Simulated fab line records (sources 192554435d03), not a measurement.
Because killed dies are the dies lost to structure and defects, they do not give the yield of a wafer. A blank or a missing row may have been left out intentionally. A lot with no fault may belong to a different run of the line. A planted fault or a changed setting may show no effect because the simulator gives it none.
fab line records	flow n5Finfet	part 1 of 2: steps 1 to 19 of 29
record: lots: 5	wafers: 15	lastDay: 16
route steps=1938 shown HKMG_FIN@400
lots that met no fault: taken from a fault-free run of the same line
startH: start of the lot's first displayed wafer, in hours after the record's first day	waitH: time in hours since the lot's previous step	" unchanged from the row above	L1.1+2: one row covering several wafers at once	- no value, or no start given	* or withheld: withheld	< > ~ a bound
route shown NAME@n: names a module that has steps shown in the file, with the first one's number in the route	usual: mean and standard deviation over wafers with no fault	same: alike in all rows	chamber/n: place in a boat	sites: each site's reading	_std_site: how widely they spread, as a standard deviation	_edge_site: outer sites' mean less inner sites'	radiusMm: for every site, how far away it sits from the centre of the wafer	mask NAME#n: copy n	behind: the last tool/chamber to shape the wafer	hold: why the lot was held/for how many hours/how that ended	device: the n, p or np transistor that did not switch	end of line: the same wafers' tests at the end of the route	a step with no rows: only its recipe	killed: count of dies lost to structure and defects at first sort (not the wafer's yield)	map: dies across one wafer; x = killed, . = not, _ = none there
set.NAME: setting as actually run; set.NAME@STEP: the setting as run at that earlier step	model.NAME: the simulator's own value behind a step, which no gauge read
a table for each step, a row for each wafer; lots at some steps of the route
services: when a tool's chamber went out of use (startH, in hours from the record's first day, below 0 if earlier), for how many hours, and the reason
== steps ==
step: N5_HKMG_FIN_INSPECT_61
recipe: mode: adi	inspectInstrument: macro
usual: rawDefectCount: 2.1/1.3
lot.wafer	tool	chamber	startH	waitH	rawDefectCount
L076.1	defectInspect-02	-	83.55	0.0	4
L076.2	"	-	"	"	7
L076.4	"	-	"	"	2
L077.1	defectInspect-02	-	89.24	0.0	1
L077.5	"	-	"	"	2
L077.6	"	-	"	"	2
L086.3	defectInspect-02	-	147.92	0.0	2
L086.4	"	-	"	"	1
L086.5	"	-	"	"	2
L087.3	defectInspect-02	-	157.49	0.0	5
L087.5	"	-	"	"	1
L087.6	"	-	"	"	1
L092.1	defectInspect-02	-	185.44	0.0	2
L092.3	"	-	"	"	2
L092.5	"	-	"	"	4
step: N5_HKMG_FIN_DESCUM_53
recipe: chemistry: O2	timeS: 7.9	sourcePowerW: 50	biasPowerW: 20	pressureMtorr: 20	rfFrequencyHz: 2.712e+07	tempC: 40	resist: CAR-ArF	o2FlowSccm: 225
usual: drypumpMotorCurrentA: 5.5/0.37	oesProductAu: 0.79/0.087	rfVppV: 242.8/1.5	showerheadPlenumPTorr: 2.07/0.088	throttleValvePct: 20.43/0.28
lot.wafer	tool	chamber	startH	waitH	drypumpMotorCurrentA	oesProductAu	rfHoursCounterH	rfVppV	showerheadPlenumPTorr	throttleValvePct
L076.1	rieDiel-05	1	83.58	0.0	5.6	0.85	39	242.7	2.04	20.14
L076.2	"	0	"	"	4.9	0.74	166	242.2	1.97	20.34
L076.4	"	2	"	"	5.7	0.81	111	240.5	1.95	20.88
L077.1	rieDiel-05	1	89.27	0.0	5.6	0.84	42	243.0	2.04	20.14
L077.5	"	2	"	"	5.7	0.80	-	241.9	1.95	20.91
L077.6	"	1	"	"	5.6	0.84	-	244.4	2.04	20.15
L086.3	rieDiel-04	3	147.99	0.1	5.1	0.66	246	243.4	2.16	20.47
L086.4	"	3	"	"	5.1	0.66	-	243.0	2.16	20.45
L086.5	"	2	"	"	5.7	0.71	-	244.6	2.13	20.61
L087.3	rieDiel-05	1	157.91	0.4	5.5	0.80	65	242.9	2.04	20.19
L087.5	"	2	"	"	5.7	0.78	-	240.5	1.94	20.93
L087.6	"	1	"	"	5.6	0.80	-	241.8	2.04	20.19
L092.1	rieDiel-01	1	185.52	0.1	5.2	0.77	154	242.9	2.07	20.41
L092.3	"	3	"	"	5.9	0.70	207	244.3	2.19	20.73
L092.5	"	2	"	"	5.4	0.84	-	243.4	2.16	20.67
step: N5_HKMG_FIN_ETCH_54
recipe: chemistry: CF4	target: SiARC	targetDepthA: 455	maskMaterial: CAR-ArF	timeS: 75.8	ionEnergyEv: 80	pressureMtorr: 40	sourceW: 545	biasW: 36	Ar_flow_sccm: 100	cf4FlowSccm: 100	ends: cleared
usual: drypumpMotorCurrentA: 5.5/0.37	etchRfOnTimeS: 77/3	mfcArSccm: 100.0/0.31	oesProductAu: 0.67/0.071	rfVppV: 183.8/1.2	showerheadPlenumPTorr: 2.12/0.076	throttleValvePct: 15.63/0.26
lot.wafer	tool	chamber	startH	waitH	drypumpMotorCurrentA	etchRfOnTimeS	mfcArSccm	oesProductAu	rfHoursCounterH	rfVppV	showerheadPlenumPTorr	throttleValvePct
L076.1	rieDiel-05	1	83.62	0.0	5.5	80	100.1	0.71	39	183.4	2.09	15.28
L076.2	"	0	"	"	4.8	73	100.0	0.64	166	183.0	2.06	15.78
L076.4	"	2	"	"	5.7	74	99.8	0.70	111	182.6	1.99	15.91
L077.1	rieDiel-05	1	89.31	0.0	5.6	80	100.1	0.70	42	183.6	2.09	15.31
L077.5	"	2	"	"	5.7	73	99.9	0.70	-	183.1	1.99	15.92
L077.6	"	1	"	"	5.5	80	99.7	0.71	-	183.7	2.09	15.28
L086.3	rieDiel-04	3	148.03	0.0	5.1	76	100.5	0.59	246	184.4	2.19	15.56
L086.4	"	3	"	"	5.1	75	100.5	0.59	-	183.9	2.19	15.53
L086.5	"	2	"	"	5.7	80	99.8	0.59	-	184.6	2.21	16.03
L087.3	rieDiel-05	1	157.95	0.0	5.6	81	100.2	0.67	65	182.6	2.09	15.36
L087.5	"	2	"	"	5.7	74	100.2	0.68	-	182.5	1.98	15.97
L087.6	"	1	"	"	5.5	81	100.3	0.68	-	182.7	2.09	15.35
L092.1	rieDiel-01	1	185.55	0.0	5.2	77	100.1	0.64	154	183.0	2.13	15.67
L092.3	"	3	"	"	5.9	79	100.0	0.60	207	184.5	2.20	15.74
L092.5	"	2	"	"	5.4	74	100.5	0.73	-	185.1	2.17	15.46
step: N5_HKMG_FIN_ETCH_55
recipe: chemistry: N2/H2	target: SOC	targetDepthA: 2400	tempC: 40	timeS: 300	ionEnergyEv: 200	maskMaterial: SiARC	pressureMtorr: 30	sourceW: 840	biasW: 150	n2FlowSccm: 200	h2FlowSccm: 200
usual: drypumpMotorCurrentA: 5.5/0.37	oesProductAu: 0.78/0.085	rfVppV: 523.0/2.9	showerheadPlenumPTorr: 2.51/0.089	throttleValvePct: 17.85/0.28
lot.wafer	tool	chamber	startH	waitH	drypumpMotorCurrentA	oesProductAu	rfHoursCounterH	rfVppV	showerheadPlenumPTorr	throttleValvePct
L076.1	rieDiel-05	1	83.67	0.0	5.6	0.83	39	522.8	2.49	17.57
L076.2	"	0	"	"	4.8	0.73	166	520.2	2.45	18.04
L076.4	"	2	"	"	5.7	0.81	111	518.5	2.37	18.29
L077.1	rieDiel-05	1	89.36	0.0	5.6	0.83	42	521.3	2.49	17.59
L077.5	"	2	"	"	5.7	0.83	-	516.8	2.37	18.31
L077.6	"	1	"	"	5.6	0.83	-	522.6	2.48	17.58
L086.3	rieDiel-04	3	148.08	0.0	5.0	0.69	246	524.9	2.62	17.93
L086.4	"	3	"	"	5.0	0.69	-	526.0	2.62	17.93
L086.5	"	2	"	"	5.7	0.69	-	527.0	2.59	17.96
L087.3	rieDiel-05	1	158.00	0.0	5.6	0.78	65	520.8	2.48	17.63
L087.5	"	2	"	"	5.7	0.80	-	519.0	2.36	18.36
L087.6	"	1	"	"	5.6	0.79	-	521.6	2.48	17.61
L092.1	rieDiel-01	1	185.61	0.0	5.2	0.73	154	523.6	2.54	17.91
L092.3	"	3	"	"	5.9	0.70	207	526.1	2.63	18.02
L092.5	"	2	"	"	5.4	0.84	-	523.7	2.56	17.57
step: N5_HKMG_FIN_STRIP_56
recipe: chemistry: N2/H2	tempC: 40	n2FlowSccm: 200	h2FlowSccm: 200	rfFrequencyHz: 6e+07
lot.wafer	tool	chamber	startH	waitH
L076.1+2+4	rieDiel-05	1,0,2	83.86	0.1
L077.1+5+6	rieDiel-05	1,2,1	89.54	0.1
L086.3+4+5	rieDiel-04	3,3,2	148.26	0.1
L087.3+5+6	rieDiel-05	1,2,1	158.18	0.1
L092.1+3+5	rieDiel-01	1,3,2	185.79	0.1
step: N5_HKMG_FIN_STRIP_57
recipe: chemistry: CF4	resist: SiARC	powerW: 300	biasPowerW: 75	pressureMtorr: 50	cf4FlowSccm: 150	rfFrequencyHz: 6e+07
usual: drypumpMotorCurrentA: 5.5/0.37	oesProductAu: 0.78/0.084	rfVppV: 270.8/1.6	showerheadPlenumPTorr: 1.77/0.062	throttleValvePct: 13.60/0.28
lot.wafer	tool	chamber	startH	waitH	drypumpMotorCurrentA	oesProductAu	rfHoursCounterH	rfVppV	showerheadPlenumPTorr	throttleValvePct
L076.1	rieDiel-05	1	83.87	0.0	5.6	0.85	39	270.4	1.75	13.24
L076.2	"	0	"	"	4.9	0.72	166	270.1	1.75	13.83
L076.4	"	2	"	"	5.7	0.80	111	269.8	1.67	13.83
L077.1	rieDiel-05	1	89.55	0.0	5.6	0.84	42	270.5	1.75	13.23
L077.5	"	2	"	"	5.7	0.79	-	269.2	1.67	13.85
L077.6	"	1	"	"	5.6	0.85	-	270.5	1.75	13.24
L086.3	rieDiel-04	3	148.27	0.0	5.0	0.68	247	272.6	1.83	13.54
L086.4	"	3	"	"	5.0	0.68	-	272.8	1.83	13.55
L086.5	"	2	"	"	5.7	0.70	-	273.0	1.84	13.99
L087.3	rieDiel-05	1	158.19	0.0	5.6	0.81	65	269.0	1.74	13.27
L087.5	"	2	"	"	5.7	0.78	-	268.1	1.67	13.91
L087.6	"	1	"	"	5.6	0.81	-	270.0	1.74	13.27
L092.1	rieDiel-01	1	185.80	0.0	5.2	0.75	154	270.9	1.78	13.65
L092.3	"	3	"	"	5.9	0.70	207	271.9	1.84	13.72
L092.5	"	2	"	"	5.4	0.83	-	270.5	1.81	13.41
step: N5_HKMG_FIN_ETCH_58
recipe: chemistry: N2/H2	target: SOC	targetDepthA: 2158	ionEnergyEv: 50	biasW: 13	timeS: 741	pressureMtorr: 30	sourceW: 875	n2FlowSccm: 200	h2FlowSccm: 200
usual: drypumpMotorCurrentA: 5.5/0.37	oesProductAu: 0.78/0.085	rfVppV: 99.1/1	showerheadPlenumPTorr: 2.51/0.089	throttleValvePct: 17.81/0.28
lot.wafer	tool	chamber	startH	waitH	drypumpMotorCurrentA	oesProductAu	rfHoursCounterH	rfVppV	showerheadPlenumPTorr	throttleValvePct
L076.1	rieDiel-05	1	83.89	0.0	5.6	0.83	39	99.8	2.49	17.52
L076.2	"	0	"	"	4.9	0.73	166	99.6	2.45	18.00
L076.4	"	2	"	"	5.7	0.82	111	99.0	2.37	18.26
L077.1	rieDiel-05	1	89.57	0.0	5.6	0.82	42	99.3	2.49	17.54
L077.5	"	2	"	"	5.7	0.82	-	99.4	2.37	18.25
L077.6	"	1	"	"	5.6	0.82	-	99.1	2.48	17.53
L086.3	rieDiel-04	3	148.29	0.0	5.1	0.69	247	100.3	2.62	17.89
L086.4	"	3	"	"	5.0	0.69	-	97.8	2.62	17.88
L086.5	"	2	"	"	5.7	0.69	-	100.7	2.59	17.92
L087.3	rieDiel-05	1	158.21	0.0	5.6	0.79	66	98.5	2.48	17.59
L087.5	"	2	"	"	5.7	0.80	-	98.0	2.36	18.30
L087.6	"	1	"	"	5.6	0.79	-	99.0	2.48	17.56
L092.1	rieDiel-01	1	185.82	0.0	5.2	0.74	154	100.3	2.54	17.87
L092.3	"	3	"	"	5.9	0.69	207	100.1	2.63	17.97
L092.5	"	2	"	"	5.4	0.85	-	99.1	2.56	17.52
step: N5_HKMG_FIN_STRIP_93
recipe: chemistry: N2/H2	material: SOC	timeS: 20	powerW: 500	tempC: 40	pressureMtorr: 50	rfFrequencyHz: 6e+07	biasPowerW: 8	h2Frac: 0.5	n2FlowSccm: 300	h2FlowSccm: 300
usual: drypumpMotorCurrentA: 5.5/0.37	oesProductAu: 0.78/0.081	rfVppV: 54.2/1.1	showerheadPlenumPTorr: 3.32/0.11	throttleValvePct: 19.0/0.33
lot.wafer	tool	chamber	startH	waitH	drypumpMotorCurrentA	oesProductAu	rfHoursCounterH	rfVppV	showerheadPlenumPTorr	throttleValvePct
L076.1	rieDiel-05	1	84.31	0.2	5.6	0.83	40	54.7	3.29	18.9
L076.2	"	0	"	"	4.9	0.74	167	54.9	3.24	19.1
L076.4	"	2	"	"	5.7	0.83	112	54.5	3.14	19.5
L077.1	rieDiel-05	1	90.00	0.2	5.6	0.82	42	54.6	3.29	18.9
L077.5	"	2	"	"	5.7	0.82	-	53.6	3.14	19.5
L077.6	"	1	"	"	5.6	0.82	-	55.0	3.29	18.9
L086.3	rieDiel-04	3	148.72	0.2	5.1	0.69	247	55.7	3.46	19.1
L086.4	"	3	"	"	5.1	0.69	-	54.6	3.46	19.1
L086.5	"	2	"	"	5.7	0.68	-	54.8	3.42	19.0
L087.3	rieDiel-05	1	158.64	0.2	5.6	0.79	66	53.2	3.27	19.0
L087.5	"	2	"	"	5.7	0.80	-	52.6	3.12	19.6
L087.6	"	1	"	"	5.6	0.80	-	53.7	3.27	19.0
L092.1	rieDiel-01	1	186.24	0.2	5.2	0.75	154	54.2	3.35	18.9
L092.3	"	3	"	"	5.9	0.69	208	55.7	3.47	19.2
L092.5	"	2	"	"	5.4	0.84	-	53.9	3.38	18.4
step: N5_HKMG_FIN_WET_ETCH_76
recipe: chemistry: dNH4OH	mix: 1:50	tempC: 25	target: Al2O3	stopOn: La2O3	targetDepthNm: 2.25	dry: ipaMarangoni	rinseTimeS: 30	rinseTempC: 23
lot.wafer	tool	chamber	startH	waitH
L076.1+2+4	wetBench-02	2,4,6	84.39	0.1
L077.1+5+6	wetBench-04	2,4,5	90.08	0.1
L086.3+4+5	wetBench-02	1,0,2	148.80	0.1
L087.3+5+6	wetBench-03	7,6,5	158.72	0.1
L092.1+3+5	wetBench-02	1,2,4	186.33	0.1
step: N5_HKMG_FIN_STRIP_60
recipe: chemistry: N2/H2	powerW: 2500	tempC: 300	h2Frac: 0.65	timeS: 360	pressureMtorr: withheld	n2FlowSccm: 1750	h2FlowSccm: 3250
usual: drypumpMotorCurrentA: 5.9/0.82	heaterPowerW: 455/18
lot.wafer	tool	chamber	startH	waitH	drypumpMotorCurrentA	heaterPowerW	rfHoursCounterH
L076.1	plasmaAsher-02	0	84.46	0.0	6.7	463	41
L076.2	"	1	"	"	4.8	431	41
L076.4	"	0	"	"	6.7	470	-
L077.1	plasmaAsher-02	0	90.15	0.0	6.7	460	42
L077.5	"	0	"	"	6.7	454	-
L077.6	"	1	"	"	4.8	423	-
L086.3	plasmaAsher-02	1	148.99	0.1	4.8	444	-
L086.4	"	0	"	"	6.7	462	-
L086.5	"	1	"	"	4.8	418	-
L087.3	plasmaAsher-01	0	158.91	0.1	5.4	477	-
L087.5	"	0	"	"	5.4	471	-
L087.6	"	1	"	"	6.6	449	-
L092.1	plasmaAsher-02	1	186.39	0.0	4.8	434	61
L092.3	"	1	"	"	4.8	426	-
L092.5	"	0	"	"	6.7	464	-
step: N5_HKMG_FIN_WET_ETCH_77
recipe: chemistry: dHCl	mix: 1:10000	tempC: 25	target: La2O3	stopOn: HfO2	targetDepthNm: 2
lot.wafer	tool	chamber	startH	waitH
L076.1+2+4	wetBench-03	0,4,2	84.85	0.3
L077.1+5+6	wetBench-04	5,7,1	90.54	0.3
L086.3+4+5	wetBench-02	2,6,0	149.26	0.1
L087.3+5+6	wetBench-03	0,3,2	159.18	0.1
L092.1+3+5	wetBench-02	4,5,1	186.78	0.3
step: N5_HKMG_FIN_WET_ETCH_78
recipe: chemistry: dNH4OH	mix: 1:50	tempC: 25	target: Al2O3	stopOn: La2O3	targetDepthNm: 4.5	dry: ipaMarangoni	rinseTimeS: 30	rinseTempC: 23
lot.wafer	tool	chamber	startH	waitH
L076.1+2+4	wetBench-03	0,4,2	84.88	0.0
L077.1+5+6	wetBench-04	5,7,1	90.57	0.0
L086.3+4+5	wetBench-02	2,6,0	149.29	0.0
L087.3+5+6	wetBench-03	0,3,2	159.21	0.0
L092.1+3+5	wetBench-02	4,5,1	186.81	0.0
step: N5_HKMG_FIN_ALD_79
recipe: material: TiN	targetThkA: 15	tempC: 400	aldPrecursorFamily: TiCl4	aldCoReactant: NH3	pulseTimeS: 1	purgeTimeS: 3	coReactantPurgeTimeS: 2	coReactantPulseTimeS: 2	aldCycles: 68	pressureTorr: 3
usual: chamberPressureTorr: 3.000/0.0061	heaterPowerOuterW: 562/81	heaterPowerW: 912/130	precursorPulseHeightRel: 0.999/0.02
lot.wafer	tool	chamber	startH	waitH	chamberPressureTorr	heaterPowerOuterW	heaterPowerW	precursorPulseHeightRel
L076.1	aldMetal-03	0	84.95	0.0	2.998	644	1058	0.982
L076.2	"	2	"	"	2.993	493	801	0.996
L076.4	"	3	"	"	2.998	573	825	1.008
L077.1	aldMetal-04	1	90.64	0.0	3.005	569	925	0.983
L077.5	"	0	"	"	2.988	620	982	1.001
L077.6	"	3	"	"	3.001	473	836	0.994
L086.3	aldMetal-01	0	149.36	0.0	2.999	467	756	1.030
L086.4	"	1	"	"	3.000	764	1190	0.968
L086.5	"	3	"	"	2.992	458	696	1.018
L087.3	aldMetal-03	1	159.28	0.0	3.000	514	860	0.996
L087.5	"	3	"	"	3.009	566	856	0.996
L087.6	"	0	"	"	3.010	648	1066	1.042
L092.1	aldMetal-04	0	186.88	0.0	3.002	627	999	1.002
L092.3	"	2	"	"	3.002	587	1074	1.017
L092.5	"	0	"	"	3.002	610	995	0.995
step: N5_HKMG_FIN_CVD_62
recipe: material: a-Si	targetThkA: 30	tempC: 500	precursor: Si2H6	pressureTorr: 1	timeS: 20.8
usual: chamberPressureTorr: 0.9999/0.0022	heaterPowerOuterW: 1003/80	heaterPowerW: 1463/110
lot.wafer	tool	chamber	startH	waitH	chamberPressureTorr	heaterPowerOuterW	heaterPowerW
L076.1	thermalCvdSi-02	1	85.31	0.2	0.9972	867	1258
L076.2	"	2	"	"	0.9997	1097	1606
L076.4	"	1	"	"	0.9983	898	1296
L077.1	thermalCvdSi-01	1	91.00	0.2	1.0001	971	1361
L077.5	"	2	"	"	0.9935	1069	1509
L077.6	"	1	"	"	0.9991	922	1376
L086.3	thermalCvdSi-01	0	149.77	0.2	0.9991	1028	1538
L086.4	"	2	"	"	1.0019	1089	1497
L086.5	"	0	"	"	0.9965	1005	1512
L087.3	thermalCvdSi-01	0	159.69	0.2	1.0009	1008	1534
L087.5	"	0	"	"	1.0013	1025	1494
L087.6	"	2	"	"	0.9962	1075	1539
L092.1	thermalCvdSi-02	1	187.24	0.2	0.9994	876	1285
L092.3	"	2	"	"	1.0017	1096	1617
L092.5	"	0	"	"	1.0018	927	1382
step: N5_HKMG_FIN_RTA_80
recipe: tempC: withheld	timeS: 2	ambient: N2	idleTempC: 600	rampUpCPerS: 150	rampDownCPerS: 60	coolToC: 600
lot.wafer	tool	chamber	startH	waitH
L076.1+2+4	rtpAnneal-01	0	85.45	0.1
L077.1+5+6	rtpAnneal-02	0	91.23	0.2
L086.3+4+5	rtpAnneal-01	0	149.94	0.1
L087.3+5+6	rtpAnneal-01	0	160.00	0.3
L092.1+3+5	rtpAnneal-01	0	187.49	0.2
step: N5_HKMG_FIN_PRECLEAN_64
recipe: chemistry: dHF	timeS: 30	tempC: 25	dilution: withheld
lot.wafer	tool	chamber	startH	waitH
L076.1+2+4	wetBench-04	7,5,4	85.60	0.1
L077.1+5+6	wetBench-03	4,3,5	91.38	0.1
L086.3+4+5	wetBench-04	3,2,4	150.05	0.1
L087.3+5+6	wetBench-02	4,0,3	160.10	0.1
L092.1+3+5	wetBench-03	3,0,4	187.64	0.1
step: N5_HKMG_FIN_WET_ETCH_65
recipe: chemistry: TMAH	tempC: 70	concWtPct: 5	target: a-Si	stopOn: TiN	timeS: 49	targetDepthNm: 3
lot.wafer	tool	chamber	startH	waitH
L076.1+2+4	wetBench-04	7,5,4	85.61	0.0
L077.1+5+6	wetBench-03	4,3,5	91.39	0.0
L086.3+4+5	wetBench-04	3,2,4	150.06	0.0
L087.3+5+6	wetBench-02	4,0,3	160.11	0.0
L092.1+3+5	wetBench-03	3,0,4	187.65	0.0
step: N5_HKMG_FIN_WET_ETCH_81
recipe: chemistry: SC1	target: TiN	stopOn: HfO2	mix: 1:1:5	tempC: 60	timeS: 57	targetDepthNm: 6
lot.wafer	tool	chamber	startH	waitH
L076.1+2+4	wetBench-04	7,5,4	85.63	0.0
L077.1+5+6	wetBench-03	4,3,5	91.40	0.0
L086.3+4+5	wetBench-04	3,2,4	150.07	0.0
L087.3+5+6	wetBench-02	4,0,3	160.13	0.0
L092.1+3+5	wetBench-03	3,0,4	187.66	0.0
step: N5_HKMG_FIN_WET_ETCH_82
recipe: chemistry: dHCl	mix: 1:10000	tempC: 25	target: La2O3	stopOn: HfO2	targetDepthNm: 2	dry: ipaMarangoni	rinseTimeS: 30	rinseTempC: 23
lot.wafer	tool	chamber	startH	waitH
L076.1+2+4	wetBench-04	7,5,4	85.66	0.0
L077.1+5+6	wetBench-03	4,3,5	91.43	0.0
L086.3+4+5	wetBench-04	3,2,4	150.11	0.0
L087.3+5+6	wetBench-02	4,0,3	160.16	0.0
L092.1+3+5	wetBench-03	3,0,4	187.70	0.0
